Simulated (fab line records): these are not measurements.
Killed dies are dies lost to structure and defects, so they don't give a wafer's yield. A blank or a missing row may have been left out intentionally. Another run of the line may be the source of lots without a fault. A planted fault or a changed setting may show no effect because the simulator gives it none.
Chamber matching    flow n5 finfet    ald sin-02 running N5_GATE_CUT_ALD_22: 4 sister chambers
The step deposits SiNx, target thk 16 nm, pulse time 1 s, ald cycles 320. 4 wafers are shown with their chamber, then 10 later ones without.

== WAFERS PAIRED WITH THEIR CHAMBERS ==
wafer   chamber  heater power w (W)
L086.4  1        867
L088.1  0        846
L089.2  3        762
L089.4  2        883

== WAFERS MISSING THEIR CHAMBER ==
wafer   heater power w (W)
L089.6  750
L094.1  848
L094.4  747
L094.5  730
L095.1  845
L095.3  837
L095.6  838
L096.2  847
L096.3  717
L096.5  714

== CHAMBER TAKEN BY EACH ==
wafer   from the rows above           in truth
L089.6  3                             3
L094.1  can't be placed: 0 or 1 or 2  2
L094.4  3                             3
L094.5  3                             3
L095.1  can't be placed: 0 or 1 or 2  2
L095.3  can't be placed: 0 or 1 or 2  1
L095.6  can't be placed: 0 or 1 or 2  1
L096.2  can't be placed: 0 or 1 or 2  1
L096.3  3                             3
L096.5  3                             3
Placed correctly: 5 of 10. Cannot be placed on the basis of these rows: 5; the candidates contain the true chamber in 5. Number placed wrongly: 0.
How it was worked out, from the rows above alone: a wafer's distance from a chamber is the root of the sum, over the readings, of the square of ((its reading less the chamber's mean) divided by the reading's scatter). The wafer belongs to the nearest chamber; if the next one is less than 2 further off, it can't be placed. A chamber's mean is the mean of its shown wafers. The scatter: root of mean squared gap, hidden wafer to nearest shown wafer, with one shown wafer a chamber.
